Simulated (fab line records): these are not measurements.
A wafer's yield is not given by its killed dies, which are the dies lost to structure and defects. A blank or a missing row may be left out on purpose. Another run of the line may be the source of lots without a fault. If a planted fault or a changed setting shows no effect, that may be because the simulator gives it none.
fab line records -- flow n5_finfet
record: lots: 9, wafers: 27, last_day: 17
route steps=1938 shown BEOL_M4@1111 BEOL_M12@1613 PASSIVATION@1936
lots that met no fault: taken from a fault-free run of the same line
start_h: hours from the record's first day to the start of the lot's first wafer shown -- wait_h: time in hours since the lot's previous step -- " repeats the value in the row above -- L1.1+2: several wafers, shown together as one row -- - no value, or no start given -- * or withheld: withheld -- < > ~ a bound
route shown NAME@n: a module of which the file shows steps, and the number in the route of the first -- usual: the fault-free wafers' mean and standard deviation -- same: alike in all rows -- chamber/n: place in a boat -- sites: readings site by site -- _std_site: their standard deviation -- _edge_site: mean of outer sites minus mean of inner sites -- radius_mm: for every site, how far away it sits from the centre of the wafer -- mask NAME#n: copy n -- behind: tool/chamber where the wafer was last shaped -- hold: why the lot went on hold/how many hours it stayed there/how the hold came to an end -- device: whichever transistor did not switch (one of n, p or np) -- end of line: the same wafers' tests at the end of the route -- a step without rows: its recipe alone -- killed: dies that structure and defects cost at the first sort, which is not the same as the wafer's yield -- map: dies across one wafer; x = killed, . = not, _ = none there
set.NAME: the setting as run; set.NAME@STEP: as run at that earlier step -- model.NAME: the simulator's own value behind a step, which no gauge read
steps of the route over a sample of lots; a table a step, a row a wafer
services: a tool's chamber out of use, with start hour (start_h, from the record's first day; less than 0 if before it), hours out, and reason
== steps ==
step: N5_BEOL_M4_RC_MEAS_101
usual: DIBL_N: 36.4/1.4, DIBL_P: 36.3/1.5, IOFF_N: 0.162/0.023, IOFF_P: 0.211/0.027, ION_N: 676/9.7, ION_P: 463/6.4, SS_N: 71.5/0.5, SS_P: 73.3/0.6, VT_N: 249.3/2.5, VT_P: -249.9/2.8
lot.wafer,tool,chamber,start_h,wait_h,DIBL_N[mV/V],DIBL_P[mV/V],IOFF_N[nA/um],IOFF_P[nA/um],ION_N[uA/um],ION_P[uA/um],SS_N[mV/dec],SS_P[mV/dec],VT_N[mV],VT_P[mV]
L598.1,prober-02,0,163.23,0.0,37.8,35.0,0.163,0.205,663,456,72.0,73.1,250.6,-251.6
L598.4,prober-02,0,163.23,0.0,37.2,35.9,0.155,0.225,672,466,71.1,72.1,249.4,-249.4
L598.5,prober-02,0,163.23,0.0,38.0,36.3,0.161,0.222,664,457,71.8,73.2,250.6,-248.1
L599.2,prober-02,0,173.70,0.2,36.4,35.9,0.157,0.212,680,470,70.9,73.2,248.7,-249.4
L599.3,prober-02,0,173.70,0.2,37.6,36.8,0.184,0.222,685,468,71.6,73.4,247.1,-247.8
L599.6,prober-02,0,173.70,0.2,36.8,35.5,0.168,0.214,683,468,71.6,72.8,247.9,-248.2
L603.1,prober-02,0,197.01,0.0,35.4,36.3,0.174,0.253,677,470,71.4,73.0,247.8,-245.6
L603.4,prober-02,0,197.01,0.0,36.2,37.1,0.183,0.274,678,472,71.1,73.0,246.7,-242.0
L603.6,prober-02,0,197.01,0.0,33.2,33.3,0.131,0.208,675,471,71.1,72.1,250.9,-245.3
L604.4,prober-01,0,212.91,0.5,33.7,33.6,0.121,0.176,664,462,70.7,72.0,253.4,-253.6
L604.5,prober-01,0,212.91,0.5,36.4,36.3,0.162,0.223,671,461,70.9,72.7,249.2,-250.1
L604.6,prober-01,0,212.91,0.5,37.4,38.2,0.174,0.237,670,458,71.6,73.3,249.3,-247.8
L607.1,prober-02,0,233.52,0.0,35.0,36.0,0.133,0.176,668,463,71.6,73.2,250.4,-252.8
L607.2,prober-02,0,233.52,0.0,35.8,36.0,0.146,0.171,657,446,71.3,72.7,252.2,-252.0
L607.3,prober-02,0,233.52,0.0,35.3,36.2,0.143,0.181,675,459,71.8,73.3,248.1,-255.4
L612.3,prober-01,0,254.92,0.3,35.0,35.2,0.154,0.215,688,472,71.2,74.1,246.0,-248.1
L612.5,prober-01,0,254.92,0.3,35.0,35.0,0.155,0.213,680,469,70.3,73.4,250.0,-248.0
L612.6,prober-01,0,254.92,0.3,35.4,35.9,0.172,0.230,681,466,71.2,73.5,244.4,-247.5
L615.1,prober-02,0,269.98,0.0,40.7,39.0,0.230,0.267,675,460,72.9,74.4,247.4,-248.4
L615.4,prober-02,0,269.98,0.0,37.8,36.8,0.179,0.214,682,466,71.9,74.1,247.4,-249.9
L615.6,prober-02,0,269.98,0.0,38.3,36.3,0.175,0.209,669,454,72.8,73.3,249.5,-248.8
L613.2,prober-02,0,272.06,0.2,36.4,35.6,0.141,0.203,683,470,71.8,73.0,250.3,-251.5
L613.5,prober-02,0,272.06,0.2,38.5,38.1,0.177,0.247,692,472,71.7,73.6,246.2,-246.2
L613.6,prober-02,0,272.06,0.2,36.7,36.1,0.150,0.213,676,467,72.1,72.8,248.3,-247.7
L620.1,prober-02,0,297.84,0.0,34.1,32.7,0.122,0.172,674,465,70.9,72.6,252.4,-251.9
L620.2,prober-02,0,297.84,0.0,37.0,36.4,0.164,0.225,673,463,71.6,73.3,248.5,-248.6
L620.5,prober-02,0,297.84,0.0,35.6,35.0,0.149,0.198,691,470,71.2,73.7,247.3,-248.5
step: N5_BEOL_M12_OVL_MEAS_11
recipe: points_per_wafer: 44
usual: V11_OVL: 4/5.6
lot.wafer,tool,chamber,start_h,wait_h,V11_OVL[nm]
L598.1,overlay-01,0,228.51,0.0,3
L598.4,overlay-01,0,228.51,0.0,13
L598.5,overlay-01,0,228.51,0.0,2
L599.2,overlay-02,0,232.26,0.0,-3
L599.3,overlay-02,0,232.26,0.0,5
L599.6,overlay-02,0,232.26,0.0,-6
L603.1,overlay-01,0,269.02,0.0,4
L603.4,overlay-01,0,269.02,0.0,-3
L603.6,overlay-01,0,269.02,0.0,-6
L604.4,overlay-01,0,281.24,0.0,1
L604.5,overlay-01,0,281.24,0.0,1
L604.6,overlay-01,0,281.24,0.0,3
L607.1,overlay-01,0,296.93,0.0,8
L607.2,overlay-01,0,296.93,0.0,0
L607.3,overlay-01,0,296.93,0.0,9
L612.3,overlay-01,0,319.30,0.0,13
L612.5,overlay-01,0,319.30,0.0,20
L612.6,overlay-01,0,319.30,0.0,12
L615.1,overlay-01,0,331.30,0.0,6
L615.4,overlay-01,0,331.30,0.0,4
L615.6,overlay-01,0,331.30,0.0,7
L613.2,overlay-02,0,331.86,0.0,7
L613.5,overlay-02,0,331.86,0.0,5
L613.6,overlay-02,0,331.86,0.0,3
L620.1,overlay-01,0,361.81,0.0,0
L620.2,overlay-01,0,361.81,0.0,7
L620.5,overlay-01,0,361.81,0.0,14
step: N5_BEOL_M12_ETCH_59
recipe: chemistry: N2/H2, target: BARC, target_depth_a: 890, overetch_a: 267, time_s: 67.9, ion_energy_ev: 200, pressure_mtorr: 30, source_w: 840, bias_w: 150, n2_flow_sccm: 200, h2_flow_sccm: 200
usual: bias_w: 150.0/0.41, chamber_pressure_mTorr: 30.001/0.027, drypump_motor_current_A: 5.6/0.57, oes_product_au: 0.69/0.055, rf_vpp_V: 524.4/2.3, showerhead_plenum_p_Torr: 2.56/0.08, throttle_valve_pct: 17.83/0.2
lot.wafer,tool,chamber,start_h,wait_h,bias_w,chamber_pressure_mTorr,drypump_motor_current_A,oes_product_au,rf_hours_counter_h,rf_vpp_V,showerhead_plenum_p_Torr,throttle_valve_pct
L598.1,rie_diel-06,1,228.60,0.0,149.8,30.033,5.3,0.75,27,525.4,2.60,17.81
L598.4,rie_diel-06,3,228.60,0.0,149.5,30.020,5.0,0.60,245,522.4,2.51,18.19
L598.5,rie_diel-06,1,228.60,0.0,150.2,30.022,5.3,0.75,-,525.2,2.60,17.82
L599.2,rie_diel-06,1,232.35,0.0,149.0,30.004,5.3,0.76,28,524.0,2.59,17.80
L599.3,rie_diel-06,3,232.35,0.0,150.1,29.989,5.0,0.60,246,523.5,2.51,18.21
L599.6,rie_diel-06,3,232.35,0.0,149.7,30.015,5.0,0.61,-,523.1,2.51,18.21
L603.1,rie_diel-02,1,269.18,0.0,150.0,29.999,6.7,0.75,48,522.7,2.48,17.76
L603.4,rie_diel-02,0,269.18,0.0,149.3,29.985,5.0,0.76,23,528.3,2.70,17.73
L603.6,rie_diel-02,3,269.18,0.0,149.7,30.012,5.9,0.72,-,527.5,2.69,17.69
L604.4,rie_diel-04,1,281.33,0.0,150.0,30.014,5.5,0.59,238,521.5,2.51,18.14
L604.5,rie_diel-04,2,281.33,0.0,149.7,30.026,5.2,0.71,-,524.8,2.56,17.64
L604.6,rie_diel-04,3,281.33,0.0,149.7,29.989,5.5,0.65,-,525.4,2.54,17.98
L607.1,rie_diel-02,0,297.03,0.0,150.5,30.014,5.0,0.74,33,527.7,2.70,17.73
L607.2,rie_diel-02,3,297.03,0.0,150.1,29.968,5.9,0.72,76,526.8,2.69,17.70
L607.3,rie_diel-02,1,297.03,0.0,149.8,30.033,6.7,0.74,58,520.6,2.48,17.76
L612.3,rie_diel-02,2,319.39,0.0,150.2,30.021,4.9,0.65,145,523.7,2.55,18.15
L612.5,rie_diel-02,2,319.39,0.0,150.7,30.003,4.9,0.65,-,524.7,2.55,18.17
L612.6,rie_diel-02,1,319.39,0.0,149.2,29.976,6.7,0.73,-,521.9,2.47,17.79
L615.1,rie_diel-06,3,331.39,0.0,150.0,29.971,5.0,0.77,27,522.2,2.50,17.80
L615.4,rie_diel-06,1,331.39,0.0,149.7,29.985,5.3,0.70,68,525.5,2.58,17.88
L615.6,rie_diel-06,2,331.39,0.0,150.2,30.021,6.1,0.66,-,521.1,2.46,17.90
L613.2,rie_diel-04,3,331.97,0.0,149.5,30.008,5.5,0.63,173,523.2,2.53,18.01
L613.5,rie_diel-04,3,331.97,0.0,149.4,30.051,5.5,0.63,-,524.5,2.53,18.01
L613.6,rie_diel-04,2,331.97,0.0,150.1,30.046,5.1,0.70,-,522.9,2.55,17.67
L620.1,rie_diel-02,3,361.91,0.0,149.7,30.042,5.9,0.70,96,526.7,2.68,17.76
L620.2,rie_diel-02,1,361.91,0.0,149.9,29.979,6.7,0.72,80,521.1,2.47,17.83
L620.5,rie_diel-02,1,361.91,0.0,150.0,29.984,6.7,0.72,-,521.2,2.47,17.81
step: N5_BEOL_M12_ETCH_67
recipe: chemistry: CF4, target: SiARC, target_depth_a: 1430, time_s: 238.3, ion_energy_ev: 80, pressure_mtorr: 40, source_w: 545, bias_w: 36, Ar_flow_sccm: 100, cf4_flow_sccm: 100, ends: cleared
usual: bias_w: 36.01/0.096, cf4_flow_sccm: 100.0/0.33, drypump_motor_current_A: 5.6/0.55, etch_rf_on_time_s: 236/4.1, mfc_ar_sccm: 100.04/0.29, oes_product_au: 0.71/0.066, rf_vpp_V: 184.0/1.1, showerhead_plenum_p_Torr: 2.15/0.059, throttle_valve_pct: 15.49/0.18
lot.wafer,tool,chamber,start_h,wait_h,bias_w,cf4_flow_sccm,drypump_motor_current_A,etch_rf_on_time_s,mfc_ar_sccm,oes_product_au,rf_hours_counter_h,rf_vpp_V,showerhead_plenum_p_Torr,throttle_valve_pct
L598.1,rie_diel-06,1,229.73,0.0,36.08,99.9,5.3,238,100.16,0.75,27,184.1,2.18,15.53
L598.4,rie_diel-06,3,229.73,0.0,35.85,99.9,5.0,240,99.85,0.60,245,184.2,2.11,15.85
L598.5,rie_diel-06,1,229.73,0.0,36.14,100.2,5.3,237,100.40,0.75,-,184.6,2.18,15.54
L599.2,rie_diel-04,3,233.61,0.0,35.91,100.0,5.5,235,100.00,0.67,130,183.3,2.15,15.65
L599.3,rie_diel-04,1,233.61,0.0,35.95,99.8,5.5,238,99.54,0.60,219,183.8,2.11,15.76
L599.6,rie_diel-04,3,233.61,0.0,35.97,100.9,5.5,234,100.16,0.66,-,183.4,2.15,15.64
L603.1,rie_diel-04,0,270.43,0.0,35.93,99.5,6.2,237,99.78,0.68,91,186.3,2.17,15.20
L603.4,rie_diel-04,3,270.43,0.0,35.87,99.7,5.5,236,100.08,0.65,148,184.8,2.14,15.69
L603.6,rie_diel-04,0,270.43,0.0,35.88,99.6,6.2,236,100.19,0.69,-,183.6,2.17,15.22
L604.4,rie_diel-02,2,282.24,0.0,35.98,100.2,5.0,236,100.22,0.66,132,183.2,2.14,15.81
L604.5,rie_diel-02,1,282.24,0.0,35.89,99.6,6.7,235,99.74,0.76,-,183.5,2.08,15.39
L604.6,rie_diel-02,2,282.24,0.0,35.88,100.1,4.9,234,99.88,0.66,-,183.9,2.14,15.81
L607.1,rie_diel-02,3,297.94,0.0,35.86,100.2,5.9,230,100.11,0.73,76,184.8,2.25,15.40
L607.2,rie_diel-02,0,297.94,0.0,35.95,100.0,5.0,235,99.88,0.75,33,186.0,2.27,15.49
L607.3,rie_diel-02,1,297.94,0.0,36.19,100.1,6.7,229,100.49,0.76,58,183.0,2.08,15.40
L612.3,rie_diel-06,0,320.44,0.0,36.04,99.4,5.8,236,99.66,0.84,5,184.5,2.11,15.25
L612.5,rie_diel-06,1,320.44,0.0,36.00,100.3,5.3,243,99.98,0.70,-,183.2,2.17,15.62
L612.6,rie_diel-06,0,320.44,0.0,36.15,99.7,5.8,233,100.38,0.85,-,183.3,2.11,15.25
L615.1,rie_diel-06,3,333.10,0.0,-,-,-,-,-,-,-,-,-,-
L615.4,rie_diel-06,2,333.10,0.0,-,-,-,-,-,-,-,-,-,-
L615.6,rie_diel-06,3,333.10,0.0,-,-,-,-,-,-,-,-,-,-
L613.2,rie_diel-04,0,333.90,0.0,-,-,-,-,-,-,-,-,-,-
L613.5,rie_diel-04,3,333.90,0.0,-,-,-,-,-,-,-,-,-,-
L613.6,rie_diel-04,0,333.90,0.0,-,-,-,-,-,-,-,-,-,-
L620.1,rie_diel-06,1,363.16,0.0,36.11,100.3,5.3,244,99.91,0.68,80,184.1,2.16,15.64
L620.2,rie_diel-06,0,363.16,0.0,35.98,100.0,5.8,235,99.97,0.80,20,184.8,2.10,15.29
L620.5,rie_diel-06,3,363.16,0.0,35.96,99.6,4.9,231,100.16,0.77,-,184.1,2.09,15.46
step: N5_BEOL_M12_OCD_MEAS_35
usual: trench_depth_nm: 322/4.1
lot.wafer,tool,chamber,start_h,wait_h,trench_depth_nm
L598.1,ocd-02,-,230.21,0.0,319
L598.4,ocd-02,-,230.21,0.0,310
L598.5,ocd-02,-,230.21,0.0,319
L599.2,ocd-01,-,234.10,0.0,320
L599.3,ocd-01,-,234.10,0.0,314
L599.6,ocd-01,-,234.10,0.0,320
L603.1,ocd-01,-,270.91,0.0,327
L603.4,ocd-01,-,270.91,0.0,319
L603.6,ocd-01,-,270.91,0.0,324
L604.4,ocd-01,-,282.73,0.0,321
L604.5,ocd-01,-,282.73,0.0,325
L604.6,ocd-01,-,282.73,0.0,322
L607.1,ocd-01,-,298.42,0.0,325
L607.2,ocd-01,-,298.42,0.0,323
L607.3,ocd-01,-,298.42,0.0,328
L612.3,ocd-02,-,320.92,0.0,322
L612.5,ocd-02,-,320.92,0.0,315
L612.6,ocd-02,-,320.92,0.0,322
L615.1,ocd-01,-,333.58,0.0,-
L615.4,ocd-01,-,333.58,0.0,-
L615.6,ocd-01,-,333.58,0.0,-
L613.2,ocd-02,-,334.39,0.0,-
L613.5,ocd-02,-,334.39,0.0,-
L613.6,ocd-02,-,334.39,0.0,-
L620.1,ocd-02,-,363.64,0.0,318
L620.2,ocd-02,-,363.64,0.0,320
L620.5,ocd-02,-,363.64,0.0,325
step: N5_BEOL_M12_DEGAS_41
recipe: ambient: vacuum, temp_c: 250, time_s: 60
usual: heater_power_w: 338/42
lot.wafer,tool,chamber,start_h,wait_h,heater_power_w
L598.1,pvd_sputter-01,-,232.82,0.1,371
L598.4,pvd_sputter-01,-,232.82,0.1,402
L598.5,pvd_sputter-01,-,232.82,0.1,338
L599.2,pvd_sputter-01,-,236.27,0.3,314
L599.3,pvd_sputter-01,-,236.27,0.3,397
L599.6,pvd_sputter-01,-,236.27,0.3,373
L603.1,pvd_sputter-02,-,275.24,0.2,423
L603.4,pvd_sputter-02,-,275.24,0.2,401
L603.6,pvd_sputter-02,-,275.24,0.2,315
L604.4,pvd_sputter-03,-,283.79,0.3,347
L604.5,pvd_sputter-03,-,283.79,0.3,336
L604.6,pvd_sputter-03,-,283.79,0.3,345
L607.1,pvd_sputter-03,-,299.20,0.3,297
L607.2,pvd_sputter-03,-,299.20,0.3,356
L607.3,pvd_sputter-03,-,299.20,0.3,341
L612.3,pvd_sputter-02,-,322.53,0.0,314
L612.5,pvd_sputter-02,-,322.53,0.0,284
L612.6,pvd_sputter-02,-,322.53,0.0,423
L615.1,pvd_sputter-03,-,335.47,0.2,302
L615.4,pvd_sputter-03,-,335.47,0.2,337
L615.6,pvd_sputter-03,-,335.47,0.2,303
L613.2,pvd_sputter-03,-,335.96,0.0,352
L613.5,pvd_sputter-03,-,335.96,0.0,297
L613.6,pvd_sputter-03,-,335.96,0.0,304
L620.1,pvd_sputter-02,-,365.29,1.1,404
L620.2,pvd_sputter-02,-,365.29,1.1,317
L620.5,pvd_sputter-02,-,365.29,1.1,279
step: N5_PASSIVATION_PROBE_49
usual: defect_limited_yield: 91.3/1.3, killed_at_M0_to_M3: 33/8.9, killed_at_M4_up: 15/5.4, killed_at_contacts: 13/5.8, killed_at_front_end: 39/9.9, killed_at_other: 3.2/2.9, killed_dies: 102/15, killed_on_rim: 13/3.7, killed_open: 68/12, killed_short: 34/7.6, sort_bin_5_function: 5.1/0.89, sort_bin_6_memory: 3.2/0.63, sort_bin_8_speed: 0.00/0.007, sort_n_pass: 1078/15, sort_yield_pct: 91.3/1.3
same: gross_dies: 1180, killed_at_back_side: 0, sort_bin_4_leakage[%]: 0
lot.wafer,tool,chamber,start_h,wait_h,defect_limited_yield[%],killed_at_M0_to_M3,killed_at_M4_up,killed_at_contacts,killed_at_front_end,killed_at_other,killed_dies,killed_on_rim,killed_open,killed_short,sort_bin_5_function[%],sort_bin_6_memory[%],sort_bin_8_speed[%],sort_n_pass,sort_yield_pct[%]
L603.1,prober-02,-,306.13,0.0,92.7,34,11,6,32,3,86,13,49,37,4.0,2.9,0,1094,92.7
L603.4,prober-02,-,306.28,0.2,92.3,22,16,9,39,5,91,15,61,29,4.4,3.1,0,1089,92.3
L603.6,prober-02,-,306.38,0.3,92.3,17,17,19,37,1,91,12,65,24,4.3,3.3,0,1089,92.3
L604.4,prober-01,-,318.07,0.2,91.4,39,8,12,38,5,102,10,55,47,4.7,3.3,0,1078,91.4
L604.5,prober-01,-,318.12,0.2,90.3,36,13,16,45,4,114,12,79,35,5.2,4.2,0,1066,90.3
L604.6,prober-01,-,318.17,0.3,91.4,24,12,16,46,3,101,14,69,32,4.6,3.6,0,1079,91.4
L615.1,prober-01,-,369.10,0.0,0,34,1095,10,32,9,1180,152,54,40,96.7,3.0,0,0,0
L615.4,prober-01,-,369.25,0.2,0,29,1093,17,40,1,1180,152,59,36,96.5,3.1,0,0,0
L615.6,prober-01,-,369.35,0.3,0,50,1092,17,21,0,1180,152,66,29,96.5,3.2,0,0,0
L613.2,prober-02,-,374.12,0.1,0,30,1099,13,35,3,1180,152,63,33,96.9,3.1,0,0,0
L613.5,prober-02,-,374.27,0.2,0,20,1096,16,43,5,1180,152,69,28,97.0,2.7,0,0,0
L613.6,prober-02,-,374.32,0.3,0,28,1083,18,46,5,1180,152,76,32,95.6,4.1,0,0,0
L620.1,prober-02,-,403.86,0.0,92.2,25,10,12,45,0,92,15,62,30,4.6,2.9,0,1088,92.2
L620.2,prober-02,-,403.91,0.1,93.6,28,3,13,29,2,75,8,50,25,3.7,2.4,0,1105,93.6
L620.5,prober-02,-,404.06,0.2,91.0,34,12,10,49,1,106,14,68,38,5.6,2.8,0,1074,91.0
killed by level:class
L603.1 BEOL_M3:geometric_particle:open=8 FIN_SAQP:geometric_particle:short=6 STI_FIN_REVEAL:geometric_particle:open=6 BEOL_M0_SAQP:geometric_particle:open=6 BEOL_M1:geometric_particle:short=5 STARTING-WAFER:geometric_particle:short=5 GATE_CUT:geometric_particle:short=4 BEOL_M1:geometric_particle:open=4
L603.4 STI_FIN_REVEAL:geometric_particle:open=15 BEOL_M4:geometric_particle:open=9 FIN_SAQP:geometric_particle:short=8 MOL_CONTACT_COAG:geometric_particle:open=6 DUMMY_GATE:geometric_particle:open=4 BEOL_M1:geometric_particle:open=4 BEOL_M2:geometric_particle:open=4 MOL_CONTACT_COAG:geometric_particle:short=3
L603.6 MOL_CONTACT_COAG:geometric_particle:open=16 STI_FIN_REVEAL:geometric_particle:open=9 BEOL_M4:geometric_particle:open=7 FIN_SAQP:geometric_particle:open=6 BEOL_M3:geometric_particle:open=5 BEOL_M8:geometric_particle:open=4 FIN_SAQP:geometric_particle:short=3 STI_FIN_REVEAL:geometric_particle:short=3
L604.4 BEOL_M0_SAQP:geometric_particle:short=13 FIN_SAQP:geometric_particle:short=9 BEOL_M0_SAQP:geometric_particle:open=9 FIN_SAQP:geometric_particle:open=8 MOL_CONTACT_COAG:geometric_particle:short=6 MOL_CONTACT_COAG:geometric_particle:open=6 STI_FIN_REVEAL:geometric_particle:open=4 DUMMY_GATE:geometric_particle:open=4
L604.5 BEOL_M0_SAQP:geometric_particle:open=14 MOL_CONTACT_COAG:geometric_particle:open=12 FIN_SAQP:geometric_particle:open=9 STI_FIN_REVEAL:geometric_particle:open=9 BEOL_M4:geometric_particle:open=8 BEOL_M2:geometric_particle:open=8 GATE_CUT:geometric_particle:short=7 BEOL_M0_SAQP:geometric_particle:short=7
L604.6 MOL_CONTACT_COAG:geometric_particle:open=13 FIN_SAQP:geometric_particle:short=12 FIN_SAQP:geometric_particle:open=11 BEOL_M0_SAQP:geometric_particle:open=8 STI_FIN_REVEAL:geometric_particle:open=7 BEOL_M2:geometric_particle:open=6 BEOL_M4:geometric_particle:open=4 STARTING-WAFER:geometric_particle:open=3
L615.1 BEOL_M12:area_etch=1085 BEOL_M3:geometric_particle:open=13 MOL_CONTACT_COAG:geometric_particle:open=9 FIN_SAQP:geometric_particle:short=7 BEOL_M0_SAQP:geometric_particle:short=5 DUMMY_GATE:geometric_particle:open=4 BEOL_M0_SAQP:geometric_particle:open=4 MIM_TOP_ETCH:geometric_particle:short=4
L615.4 BEOL_M12:area_etch=1084 FIN_SAQP:geometric_particle:open=13 MOL_CONTACT_COAG:geometric_particle:open=10 FIN_SAQP:geometric_particle:short=7 MOL_CONTACT_COAG:geometric_particle:short=7 BEOL_M0_SAQP:geometric_particle:short=7 BEOL_M2:geometric_particle:open=7 ILD0:geometric_particle:open=5
L615.6 BEOL_M12:area_etch=1083 BEOL_M0_SAQP:geometric_particle:open=15 BEOL_M3:geometric_particle:open=13 MOL_CONTACT_COAG:geometric_particle:open=13 BEOL_M0_SAQP:geometric_particle:short=7 FIN_SAQP:geometric_particle:open=5 BEOL_M3:geometric_particle:short=5 MOL_CONTACT_COAG:geometric_particle:short=4
L613.2 BEOL_M12:area_etch=1083 MOL_CONTACT_COAG:geometric_particle:open=9 BEOL_M0_SAQP:geometric_particle:short=9 STI_FIN_REVEAL:geometric_particle:open=8 BEOL_M4:geometric_particle:open=8 BEOL_M3:geometric_particle:open=8 DUMMY_GATE:geometric_particle:open=7 FIN_SAQP:geometric_particle:short=5
L613.5 BEOL_M12:area_etch=1083 STI_FIN_REVEAL:geometric_particle:open=14 MOL_CONTACT_COAG:geometric_particle:open=13 FIN_SAQP:geometric_particle:open=10 BEOL_M4:geometric_particle:open=8 STI_FIN_REVEAL:geometric_particle:short=6 BEOL_M3:geometric_particle:open=5 FIN_SAQP:geometric_particle:short=4
L613.6 BEOL_M12:area_etch=1069 STI_FIN_REVEAL:geometric_particle:open=16 MOL_CONTACT_COAG:geometric_particle:open=13 BEOL_M0_SAQP:geometric_particle:open=9 DUMMY_GATE:geometric_particle:open=7 BEOL_M0_SAQP:geometric_particle:short=6 STARTING-WAFER:geometric_particle:open=5 MOL_CONTACT_COAG:geometric_particle:short=5
L620.1 STI_FIN_REVEAL:geometric_particle:open=11 MOL_CONTACT_COAG:geometric_particle:open=11 FIN_SAQP:geometric_particle:short=8 BEOL_M4:geometric_particle:open=8 BEOL_M0_SAQP:geometric_particle:short=7 STARTING-WAFER:geometric_particle:short=7 DUMMY_GATE:geometric_particle:open=5 BEOL_M1:geometric_particle:open=5
L620.2 MOL_CONTACT_COAG:geometric_particle:open=10 BEOL_M0_SAQP:geometric_particle:open=9 BEOL_M1:geometric_particle:open=8 STI_FIN_REVEAL:geometric_particle:open=6 GATE_CUT:geometric_particle:short=6 GATE_CUT:geometric_particle:open=3 MOL_CONTACT_COAG:geometric_particle:short=3 BEOL_M2:geometric_particle:short=3
L620.5 BEOL_M1:geometric_particle:open=13 FIN_SAQP:geometric_particle:short=12 MOL_CONTACT_COAG:geometric_particle:open=10 STI_FIN_REVEAL:geometric_particle:open=8 BEOL_M4:geometric_particle:open=8 GATE_CUT:geometric_particle:short=7 FIN_SAQP:geometric_particle:open=6 GATE_CUT:geometric_particle:open=5
== services ==
tool,chamber,start_h,hours,kind
rie_diel-02,-,217.41,0.9,repair
rie_diel-02,-,221.67,28.1,pm
rie_diel-06,3,240.20,-,clean
rie_diel-06,3,240.20,-,consumable_replace:focus_ring
rie_diel-06,3,240.20,19.6,scheduled_down
rie_diel-06,3,240.20,19.6,vent_cycle
rie_diel-04,1,283.96,9.8,repair
rie_diel-06,0,291.93,-,clean
rie_diel-06,0,291.93,-,consumable_replace:focus_ring
rie_diel-06,0,291.93,14.4,scheduled_down
rie_diel-06,0,291.93,14.4,vent_cycle
rie_diel-04,2,306.92,9.3,repair
rie_diel-04,1,322.19,-,clean
rie_diel-04,1,322.19,-,consumable_replace:focus_ring
rie_diel-04,1,322.19,16.8,scheduled_down
rie_diel-04,1,322.19,16.8,vent_cycle
pvd_sputter-03,-,338.38,2.8,repair
rie_diel-02,0,360.62,1.7,repair
== key ==
first_sign: step: N5_BEOL_M12_ETCH_67, reading: tool_record, direction: missing
effect: step: N5_BEOL_M12_OCD_MEAS_35, reading: trench_depth_nm, direction: missing
effect: step: N5_PASSIVATION_PROBE_49, reading: killed_at_M4_up, direction: up, sigmas: 99+, usual: 15, struck: 1093
more_kills_born_at: N5_BEOL_M12_ETCH_67@rie_diel-06: 3252, N5_BEOL_M12_ETCH_67@rie_diel-04: 3235
met_at N5_BEOL_M12_ETCH_67
struck_lots L613,L615
later_rows_left_out L613.2,L613.5,L613.6,L615.1,L615.4,L615.6
not_acting_at N5_BEOL_M12_OVL_MEAS_11,N5_BEOL_M12_ETCH_59,N5_BEOL_M12_DEGAS_41
onset_between 320.44 333.10
fault: kind: skipped_step_whole, tool: rie_diel-04,rie_diel-06, chamber: -, onset_h: 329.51, steps: N5_BEOL_M12_ETCH_67, scope: struck_lots_only
later_rows_left_out: the simulator's readings of these wafers behind a module that went badly wrong aren't trusted and aren't shown, but for the sort
